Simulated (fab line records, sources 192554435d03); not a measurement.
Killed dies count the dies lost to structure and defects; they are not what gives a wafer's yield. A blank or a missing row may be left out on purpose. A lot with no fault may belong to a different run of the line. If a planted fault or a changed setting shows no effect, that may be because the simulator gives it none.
Split-lot experiment    flow n5 finfet    on a route of 1938 steps: 7 lots, 21 wafers read

THE SPLIT ITSELF
At N5_BEOL_M4_TRENCH_ETCH_37 (etches SiOC in C4F6/O2, target depth 55.555 nm, time 29.2 s), the setting source w was moved away from the recipe's 355 W on 8 of the 21 wafers read, by -16.6% to +16.3%. For the rest of the wafers, this setting stayed at what the recipe calls for.

FROM THE SPLIT TO THE READING: what the file shows between them, 12 steps
- N5_BEOL_M4_ETCH_41: etches SiCN in CH3F/O2, target depth 29.9 nm, time 52.5 s
- N5_BEOL_M4_STRIP_97: strips in N2/H2, time 10 s
- N5_BEOL_M4_OCD_MEAS_38
- N5_BEOL_M4_SPUTTER_86: material Cu, target thk 4.5 nm, time 8.29 s (also split here: time s)
- N5_BEOL_M4_ANNEAL_87: time 240 s
- N5_BEOL_M4_SPUTTER_88: material Cu, target thk 4.5 nm, time 8.29 s
- N5_BEOL_M4_ECD_50: material Cu, target thk 300 nm
- N5_BEOL_M4_ANNEAL_51: time 90 s
- N5_BEOL_M4_CMP_52: polishes, stops on SiOC, t overpolish 6.8 s, target thk 40 nm
- N5_BEOL_M4_PRE_CLEAN_60: time 15 s
- N5_BEOL_M4_PRE_CLEAN_56: time 15 s
- N5_BEOL_M4_DEP_57: deposits SiCN from 3MS/NH3, target thk 8 nm, time 14 s

THE READING
M4_RS, in ohm/sq, at N5_BEOL_M4_RS_MEAS_58 (measures by four-point-probe). Typical for fault-free wafers on this fab line: 0.678 ohm/sq, with standard deviation 0.025 ohm/sq.

wafer   tool, chamber at the split  source w as run, W  against the recipe  M4_RS, ohm/sq  against lot-mates on the recipe
L074.1  rie diel-04, 1              355                 recipe              0.688          -
L074.4  rie diel-04, 2              355                 recipe              0.633          -
L074.5  rie diel-04, 1              355                 recipe              0.692          -
L080.1  rie diel-05, 2              295.9               -16.6%              0.776          +0.085
L080.3  rie diel-05, 1              355                 recipe              0.693          -
L080.6  rie diel-05, 3              355                 recipe              0.690          -
L084.1  rie diel-02, 0              355                 recipe              0.680          -
L084.2  rie diel-02, 3              373.2               +5.1%               0.687          +0.007
L084.3  rie diel-02, 1              373.2               +5.1%               0.657          -0.023
L087.2  rie diel-04, 3              355                 recipe              0.653          -
L087.3  rie diel-04, 0              390.9               +10.1%              0.610          -0.043
L087.6  rie diel-04, 3              390.9               +10.1%              0.651          -0.002
L091.1  rie diel-02, 3              355                 recipe              0.732          -
L091.4  rie diel-02, 1              355                 recipe              0.699          -
L091.5  rie diel-02, 0              412.9               +16.3%              0.589          -0.127
L094.1  rie diel-02, 0              403.6               +13.7%              0.612          -0.111
L094.3  rie diel-02, 1              403.6               +13.7%              0.616          -0.107
L094.5  rie diel-02, 3              355                 recipe              0.723          -
L095.3  rie diel-02, 2              355                 recipe              0.644          -
L095.4  rie diel-02, 0              355                 recipe              0.648          -
L095.6  rie diel-02, 2              355                 recipe              0.651          -

FIT RESULTS
A straight line over all 21 wafers: M4_RS changes by -0.00518 ohm/sq for each +1% of source w; r = -0.82; the points scatter about the line by 0.027 ohm/sq.
The same after taking each lot's own level away (the mean of its wafers on the recipe; 21 wafers): -0.00601 ohm/sq for each +1%; r = -0.88; scatter 0.023 ohm/sq.
That fit puts the effect of the largest move of source w on the reading at 0.1 ohm/sq.
The lots' own levels span 0.6477 to 0.7230 ohm/sq, that is 3.0 times the standard deviation above.
So the slope is not independent of the lot-to-lot level: the two fits are not the same.
Check: with one of the wafers moved furthest among these (-16.6%) left out of the fit, the line predicts +0.113 ohm/sq for it against its lot-mates. Against them it came out at +0.0845 ohm/sq.
Tool readings at the split's step, against how far the setting was moved: rf vpp V r = -0.97.

FURTHER SPLITS ON THESE WAFERS
Other splits were also applied to these wafers ahead of the reading. Each is held against what the fit with the lots' levels taken away leaves over:
other split on the same wafers  wafers away from the commonest value  r with M4_RS (lot level and that fit taken away)
N5_BEOL_M4_SPUTTER_86 time s    6                                     +0.13

THE WHOLE CHAIN: every reading that the file lists as answering this split, in the file's order
step                       what it does                                                   reading                                                                       change (the file's fit)                r (the file's)
N5_BEOL_M4_TRENCH_ETCH_37  etches SiOC in C4F6/O2, target depth 55.555 nm, time 29.2 s    rf vpp V                                                                      -3.62 V for each +1% of the setting    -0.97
N5_BEOL_M4_TRENCH_ETCH_37  etches SiOC in C4F6/O2, target depth 55.555 nm, time 29.2 s    etch.depth nm (the simulator's own value, which no gauge read)                +0.25 nm for each +1% of the setting   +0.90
N5_BEOL_M4_TRENCH_ETCH_37  etches SiOC in C4F6/O2, target depth 55.555 nm, time 29.2 s    BEOL_M4.feature depth nm (the simulator's own value, which no gauge read)     +0.247 nm for each +1% of the setting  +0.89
N5_BEOL_M4_OCD_MEAS_38                                                                    trench depth nm                                                               +0.259 nm for each +1% of the setting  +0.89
N5_BEOL_M4_CMP_52          polishes, stops on SiOC, t overpolish 6.8 s, target thk 40 nm  Cu_of_BEOL_M4_ECD_50.thk nm (the simulator's own value, which no gauge read)  +0.357 nm for each +1% of the setting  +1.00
N5_BEOL_M4_RS_MEAS_58      measures by four-point-probe                                   M4_RS                                                                         -0.00611 for each +1% of the setting   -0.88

FILE'S OWN FIT
M4_RS changes by -0.00611 ohm/sq for each +1% of source w, r = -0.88.
